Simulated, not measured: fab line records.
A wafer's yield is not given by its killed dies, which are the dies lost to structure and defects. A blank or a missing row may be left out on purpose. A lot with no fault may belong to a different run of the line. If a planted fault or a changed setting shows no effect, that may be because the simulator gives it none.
One fault seen from 2 desks | flow n5-finfet | each desk has only its own numbers; what lay behind them comes last

## METROLOGY DESK
What the gauges read for every lot (on any tool): the sampled wafers with a number, averaged. The brackets show how far a lot's mean lies from the usual mean; more than 4 standard deviations puts the lot out of limits, marked OUT. Readings shown: 7 of its 10, picked as those furthest out on some lot.
Columns: A = DIBL_N at N5_BEOL_M4_RC_MEAS_101, usual 35.8 mV/V; B = DIBL_P at N5_BEOL_M4_RC_MEAS_101, usual 35.9 mV/V; C = IOFF_P at N5_BEOL_M4_RC_MEAS_101, usual 0.21 nA/um; D = ION_N at N5_BEOL_M4_RC_MEAS_101, usual 673 uA/um; E = ION_P at N5_BEOL_M4_RC_MEAS_101, usual 463 uA/um; F = SS_P at N5_BEOL_M4_RC_MEAS_101, usual 73.2 mV/dec; G = VT_P at N5_BEOL_M4_RC_MEAS_101, usual -250 mV
lot  | first seen here | A    | B    | C    | D   | E   | F    | G
L455 | day 7 17:10     | 35.7 | 35.6 | 0.21 | 664 | 460 | 73.3 | -248
L460 | day 9 03:32     | 37.5 | 37.3 | 0.27 | 690 | 474 | 74.0 | -244
L459 | day 9 03:51     | 33.4 | 33.5 | 0.17 | 669 | 463 | 72.8 | -252
L464 | day 10 00:21    | 37.8 | 38.5 | 0.24 | 671 | 460 | 73.7 | -248
L467 | day 10 22:18    | 35.0 | 35.0 | 0.17 | 663 | 457 | 72.6 | -254
L469 | day 11 04:52    | 34.6 | 35.5 | 0.22 | 673 | 468 | 73.0 | -247
L470 | day 11 13:51    | 37.2 | 36.0 | 0.20 | 677 | 463 | 73.1 | -251
L475 | day 12 21:56    | 35.0 | 34.1 | 0.16 | 656 | 451 | 73.1 | -254
L474 | day 13 04:34    | 36.5 | 37.2 | 0.24 | 674 | 467 | 73.7 | -248
L478 | day 13 16:53    | 36.4 | 36.3 | 0.22 | 672 | 464 | 73.3 | -248
This desk found nothing out of limits on any of the 10 lots.

## TOOL OWNER'S DESK, cmp-03
The tool's own readings at N5_HKMG_FIN_CMP_23 (polishes, stops on SiNx, t overpolish 10 s, target thk 46.326 nm): means of the sampled wafers that have a number, for each lot that ran on this tool. The brackets show how far a lot's mean lies from the usual mean; more than 4 standard deviations puts the lot out of limits, marked OUT.
Columns: A = motor-current-A at N5_HKMG_FIN_CMP_23, usual 11.9 A; B = overpolish-run-s at N5_HKMG_FIN_CMP_23, usual 10.001 s; C = time-to-endpoint-s at N5_HKMG_FIN_CMP_23, usual 12.7 s
lot  | first seen here | A    | B      | C
L460 | day 5 13:42     | 10.9 | 9.997  | 16.4
L464 | day 6 13:17     | 12.6 | 9.994  | 10.1
L467 | day 7 08:21     | 11.7 | 10.000 | 10.9
L469 | day 7 16:35     | 11.3 | 10.002 | 8.5
L470 | day 8 02:09     | 12.3 | 10.000 | 5.6
This desk found nothing out of limits on any of the 5 lots.

## ALL TOGETHER
At the metrology desk, nothing out of limits was observed.
Nothing out of limits was seen by the tool owner's desk.

## WHAT THE SIMULATOR PUT IN
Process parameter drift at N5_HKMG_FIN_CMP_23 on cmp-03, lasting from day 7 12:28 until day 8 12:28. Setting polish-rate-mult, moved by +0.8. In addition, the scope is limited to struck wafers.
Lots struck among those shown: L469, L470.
